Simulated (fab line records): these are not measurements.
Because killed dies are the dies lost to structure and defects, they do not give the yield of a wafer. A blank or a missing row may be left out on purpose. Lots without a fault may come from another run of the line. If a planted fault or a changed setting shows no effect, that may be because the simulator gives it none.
Which tool was responsible? | flow n5 finfet | 24 lots with 72 wafers sampled at 2 steps, on a route of 1938 steps

== WHAT THE GAUGES SHOWED, per wafer ==
N5_BEOL_M0_SAQP_INSPECT_16: inspects for defects (brightfield).
lot  | measured     | on                | raw defect count
L074 | day 5 16:47  | defect inspect-02 | 491 435 656
L075 | day 5 19:40  | defect inspect-02 | 658 552 751
L076 | day 6 00:41  | defect inspect-02 | 581 436 513
L077 | day 6 04:58  | defect inspect-02 | 555 794 622
L078 | day 6 12:38  | defect inspect-02 | 663 518 603
L079 | day 6 18:38  | defect inspect-02 | 540 377 461
L080 | day 7 00:31  | defect inspect-01 | 420 315 358
L081 | day 7 04:37  | defect inspect-01 | 451 279 357
L082 | day 7 11:17  | defect inspect-01 | 330 299 414
L083 | day 7 15:31  | defect inspect-01 | 382 298 502
L084 | day 7 23:35  | defect inspect-02 | 503 318 435
L085 | day 8 11:56  | defect inspect-02 | 543 416 296
L086 | day 8 13:59  | defect inspect-01 | 747 472 400
L087 | day 8 14:09  | defect inspect-01 | 518 710 762
L088 | day 9 01:06  | defect inspect-01 | 524 543 525
L089 | day 9 03:26  | defect inspect-02 | 358 560 614
L090 | day 9 15:08  | defect inspect-01 | 388 458 556
L091 | day 9 16:25  | defect inspect-01 | 369 495 436
L092 | day 9 23:38  | defect inspect-02 | 462 333 446
L093 | day 10 02:23 | defect inspect-02 | 457 378 380
L094 | day 10 11:25 | defect inspect-02 | 218 280 220
L095 | day 10 22:38 | defect inspect-02 | 379 433 683
L097 | day 11 02:16 | defect inspect-02 | 418 446 488
L096 | day 11 08:29 | defect inspect-02 | 285 258 362

== TOOL THAT RAN EACH LOT (tool first, then ch and the chambers of the sampled wafers, then the start) ==
lot  | N5_BEOL_M0_SAQP_PECVD_04
L074 | pecvd-04 ch 0,2, day 5 16:10
L075 | pecvd-04 ch 1,2, day 5 19:02
L076 | pecvd-03 ch 1,2, day 6 00:04
L077 | pecvd-03 ch 1,2, day 6 04:20
L078 | pecvd-04 ch 0,2, day 6 12:08
L079 | pecvd-01 ch 0,1,2, day 6 18:08
L080 | pecvd-01 ch 1,2, day 6 23:52
L081 | pecvd-04 ch 1,2, day 7 04:06
L082 | pecvd-04 ch 0,1,2, day 7 10:47
L083 | pecvd-03 ch 0,1, day 7 15:00
L084 | pecvd-01 ch 0,1,2, day 7 22:57
L085 | pecvd-04 ch 0,1,2, day 8 11:18
L086 | pecvd-03 ch 0,2, day 8 13:20
L087 | pecvd-01 ch 0,1, day 8 13:23
L088 | pecvd-03 ch 0,2, day 9 00:25
L089 | pecvd-01 ch 0,1, day 9 02:47
L090 | pecvd-03 ch 1,2, day 9 14:38
L091 | pecvd-01 ch 0,1,2, day 9 15:55
L092 | pecvd-04 ch 0,1, day 9 22:59
L093 | pecvd-03 ch 0,2, day 10 01:45
L094 | pecvd-04 ch 0,1, day 10 10:52
L095 | pecvd-01 ch 0,2, day 10 21:58
L097 | pecvd-01 ch 0,2, day 11 01:38
L096 | pecvd-04 ch 0,2, day 11 07:58
- N5_BEOL_M0_SAQP_PECVD_04: deposits a-Si from SiH4/He, target thk 60 nm, time 60.2 s.

== WHAT THE TOOLS THEMSELVES READ (means of the sampled wafers that have a number; where no wafer has one, the mark that the record gives instead) ==
N5_BEOL_M0_SAQP_PECVD_04.
lot  | tool     | heater power w (W) | showerhead plenum p Torr (Torr) | throttle valve pct (%)
L074 | pecvd-04 | 675                | 5.60                            | 17.8
L075 | pecvd-04 | 529                | 5.67                            | 17.8
L076 | pecvd-03 | 640                | 5.71                            | 17.2
L077 | pecvd-03 | 611                | 5.71                            | 17.3
L078 | pecvd-04 | 667                | 5.60                            | 17.7
L079 | pecvd-01 | 608                | 5.61                            | 18.4
L080 | pecvd-01 | 623                | 5.61                            | 17.6
L081 | pecvd-04 | 603                | 5.62                            | 17.8
L082 | pecvd-04 | 569                | 5.65                            | 17.7
L083 | pecvd-03 | 578                | 5.67                            | 19.3
L084 | pecvd-01 | 608                | 5.61                            | 18.5
L085 | pecvd-04 | 605                | 5.64                            | 17.6
L086 | pecvd-03 | 590                | 5.67                            | 17.8
L087 | pecvd-01 | 580                | 5.60                            | 18.2
L088 | pecvd-03 | 624                | 5.69                            | 17.0
L089 | pecvd-01 | 543                | 5.58                            | 19.4
L090 | pecvd-03 | 645                | 5.71                            | 17.3
L091 | pecvd-01 | 627                | 5.61                            | 18.6
L092 | pecvd-04 | 594                | 5.66                            | 17.6
L093 | pecvd-03 | 612                | 5.69                            | 17.0
L094 | pecvd-04 | 615                | 5.65                            | 17.5
L095 | pecvd-01 | 594                | 5.60                            | 19.7
L097 | pecvd-01 | 637                | 5.63                            | 18.9
L096 | pecvd-04 | 669                | 5.61                            | 17.2

== THE ANSWER, worked out from the rows above alone ==
Rule: what is usual is taken from the lots themselves. The widest of any qualifying gaps counts: lots, ordered by their means at a reading, are off when they make up no more than a third of the lots, leave a main group of 4 or more, and stand apart from it by 3 or more times the standard deviation of that group's means. A main group is skipped when, at the precision printed for the reading in the tables above, its means are all equal. A lot without any number at a reading at which 4 lots or more have one is off too. Any other lot the step has rows for is counted as sound. The gauges are gone through in route order, then the tools' own readings, and for those a lot's mean is taken as printed above. The first step at which some lot is off is used, and at that step the reading that is off furthest; a lot without a number counts as furthest.
None of the lots is off at any reading shown; this tells nothing.

== WHAT HAD BEEN PUT IN BY THE SIMULATOR ==
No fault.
